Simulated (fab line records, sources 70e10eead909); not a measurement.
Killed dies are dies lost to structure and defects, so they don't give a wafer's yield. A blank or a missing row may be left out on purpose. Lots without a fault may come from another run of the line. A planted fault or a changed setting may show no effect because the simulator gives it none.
Chamber matching | flow nand_harc | NHARC_P_BONDPAD_STRIP_15 on rie_diel-03: 4 sister chambers
The step strips in O2. 16 wafers are shown with their chamber, then 8 later ones without.

WAFERS WITH THEIR CHAMBER
wafer  | chamber | showerhead_plenum_p_Torr (Torr) | drypump_motor_current_A (A) | oes_product_au (a.u.)
L076.1 | 1       | 3.30                            | 5.8                         | 0.984
L076.2 | 0       | 3.59                            | 5.0                         | 0.997
L076.4 | 3       | 3.59                            | 6.2                         | 0.999
L080.1 | 1       | 3.30                            | 5.8                         | 0.974
L080.4 | 2       | 3.67                            | 5.3                         | 1.005
L080.5 | 2       | 3.67                            | 5.3                         | 1.001
L082.1 | 2       | 3.67                            | 5.3                         | 1.014
L082.2 | 1       | 3.30                            | 5.8                         | 1.003
L082.4 | 0       | 3.59                            | 5.0                         | 1.018
L083.3 | 1       | 3.30                            | 5.8                         | 0.994
L083.5 | 0       | 3.58                            | 5.0                         | 0.997
L083.6 | 2       | 3.66                            | 5.3                         | 1.008
L085.1 | 3       | 3.59                            | 6.2                         | 1.000
L085.3 | 2       | 3.66                            | 5.3                         | 0.999
L085.5 | 2       | 3.66                            | 5.3                         | 1.003
L091.3 | 3       | 3.59                            | 6.3                         | 0.998

SIGNATURES (means of the wafers above)
reading                  | chamber 0 | chamber 1 | chamber 2 | chamber 3 | scatter within a chamber
showerhead_plenum_p_Torr | 3.5867    | 3.3000    | 3.6650    | 3.5900    | 0.00425
drypump_motor_current_A  | 5.000     | 5.800     | 5.300     | 6.233     | 0.0236
oes_product_au           | 1.00400   | 0.98875   | 1.00500   | 0.99900   | 0.00872
Rule: a wafer's distance from a chamber is the root of the sum, over the readings, of the square of ((its reading less the chamber's mean) divided by the reading's scatter). The wafer belongs to the nearest chamber; if the next one is less than 2 further off, it can't be placed. The scatter: the root of (the sum of the squares of (reading less its chamber's mean) over the shown wafers, divided by (wafers less chambers)).

WAFERS WITHOUT THEIR CHAMBER
wafer  | showerhead_plenum_p_Torr (Torr) | drypump_motor_current_A (A) | oes_product_au (a.u.)
L091.5 | 3.29                            | 5.8                         | 0.995
L091.6 | 3.59                            | 6.3                         | 1.005
L094.2 | 3.29                            | 5.8                         | 0.994
L094.3 | 3.58                            | 5.0                         | 1.002
L094.6 | 3.59                            | 6.2                         | 1.003
L097.1 | 3.66                            | 5.3                         | 1.005
L097.5 | 3.29                            | 5.7                         | 0.997
L097.6 | 3.66                            | 5.3                         | 1.006

WHICH CHAMBER EACH WENT THROUGH
wafer  | from the rows above | in truth
L091.5 | 1                   | 1
L091.6 | 3                   | 3
L094.2 | 1                   | 1
L094.3 | 0                   | 0
L094.6 | 3                   | 3
L097.1 | 2                   | 2
L097.5 | 1                   | 1
L097.6 | 2                   | 2
Placed correctly: 8 of 8. Can't be placed from these rows: 0. Placed wrongly: 0.
